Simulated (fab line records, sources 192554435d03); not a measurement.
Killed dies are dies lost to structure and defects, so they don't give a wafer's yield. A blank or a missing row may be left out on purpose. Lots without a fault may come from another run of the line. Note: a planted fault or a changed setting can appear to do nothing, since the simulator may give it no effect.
Split-lot trial | flow n5 finfet | 21 wafers read from 7 lots, route of 1938 steps

ON THE SPLIT
At N5_BEOL_M8_COAT_71 (time 60 s, resist thk 5 nm), the setting spin rpm was moved away from the recipe's 1500 rpm on 4 of the 21 wafers read, by +7.7% to +11.1%. For the rest of the wafers, this setting stayed at what the recipe calls for.

SPLIT TO READING: what lies between them in the file, 1 step
- N5_BEOL_M8_DESCUM_33: chemistry O2, time 7 s (also split here: time s)

THE READING
etch.depth nm (the simulator's own value, which no gauge read), in nm, at N5_BEOL_M8_ETCH_72 (etches underlayer in N2/H2, target depth 6.5 nm, time 5.2 s). There is no usual value for it anywhere in the file. Here, 17 wafers ran the recipe; their average is 5.007 nm with a standard deviation of 0.0083 nm.

wafer  | tool, chamber at the split | spin rpm as run, rpm | against the recipe | etch.depth nm, nm | against lot-mates on the recipe
L078.1 | litho track-02, 0          | 1500                 | recipe             | 5                 | -
L078.3 | litho track-02, 0          | 1500                 | recipe             | 5.008             | -
L078.6 | litho track-02, 0          | 1666                 | +11.1%             | 4.735             | -0.269
L079.1 | litho track-05, 0          | 1500                 | recipe             | 5.003             | -
L079.3 | litho track-05, 0          | 1500                 | recipe             | 5.018             | -
L079.6 | litho track-05, 0          | 1500                 | recipe             | 5.014             | -
L081.3 | litho track-05, 0          | 1500                 | recipe             | 5.003             | -
L081.5 | litho track-05, 0          | 1616                 | +7.7%              | 4.814             | -0.184
L081.6 | litho track-05, 0          | 1500                 | recipe             | 4.992             | -
L088.1 | litho track-05, 0          | 1500                 | recipe             | 4.986             | -
L088.3 | litho track-05, 0          | 1500                 | recipe             | 5.004             | -
L088.4 | litho track-05, 0          | 1500                 | recipe             | 5.005             | -
L090.2 | litho track-04, 0          | 1500                 | recipe             | 5.009             | -
L090.4 | litho track-04, 0          | 1500                 | recipe             | 5.014             | -
L090.5 | litho track-04, 0          | 1500                 | recipe             | 5.005             | -
L092.1 | litho track-04, 0          | 1664                 | +10.9%             | 4.762             | -0.253
L092.3 | litho track-04, 0          | 1500                 | recipe             | 5.017             | -
L092.5 | litho track-04, 0          | 1500                 | recipe             | 5.013             | -
L095.1 | litho track-05, 0          | 1500                 | recipe             | 5.007             | -
L095.3 | litho track-05, 0          | 1500                 | recipe             | 5.014             | -
L095.6 | litho track-05, 0          | 1646                 | +9.7%              | 4.784             | -0.227

THE FIT
A straight line over all 21 wafers: etch.depth nm changes by -0.0235 nm for each +1% of spin rpm; r = -1.00; the points scatter about the line by 0.0092 nm.
The same after taking each lot's own level away (the mean of its wafers on the recipe; 21 wafers): -0.0236 nm for each +1%; r = -1.00; scatter 0.0057 nm.
The reading moves by 0.26 nm for the largest change in spin rpm, on that fit.
From 4.9975 to 5.0150 nm: that is the span of the lots' own levels, equal to 2.1 times the standard deviation above.
The two slopes agree, so the slope changes little with the lot-to-lot level.
Check: -0.258 nm against its lot-mates is what the line predicts for one of the wafers moved furthest among these (+11.1%) when that wafer is left out of the fit. It came out at -0.269 nm against them.

OTHER SPLITS APPLIED TO THESE WAFERS
These wafers also went through other splits before the reading. Each is held against what the fit with the lots' levels taken away leaves over:
other split on the same wafers | wafers away from the commonest value | r with etch.depth nm (lot level and that fit taken away)
N5_BEOL_M7_EXPOSE_08 dose mj   | 4                                    | -0.21
N5_BEOL_M7_COAT_71 spin rpm    | 7                                    | +0.36
N5_BEOL_M7_EXPOSE_25 dose mj   | 6                                    | -0.26
N5_BEOL_M8_DESCUM_33 time s    | 7                                    | -0.08

THE WHOLE CHAIN: every reading that the file lists as answering this split, in the file's order
step               | what it does                                                | reading                                                        | change (the file's fit)                | r (the file's)
N5_BEOL_M8_ETCH_72 | etches underlayer in N2/H2, target depth 6.5 nm, time 5.2 s | etch rf on time s                                              | withheld for each +1% of the setting   | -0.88
N5_BEOL_M8_ETCH_72 | etches underlayer in N2/H2, target depth 6.5 nm, time 5.2 s | etch.depth nm (the simulator's own value, which no gauge read) | -0.0236 nm for each +1% of the setting | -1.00

THE FILE'S OWN FIT
etch.depth nm changes by -0.0236 nm for each +1% of spin rpm, r = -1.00.
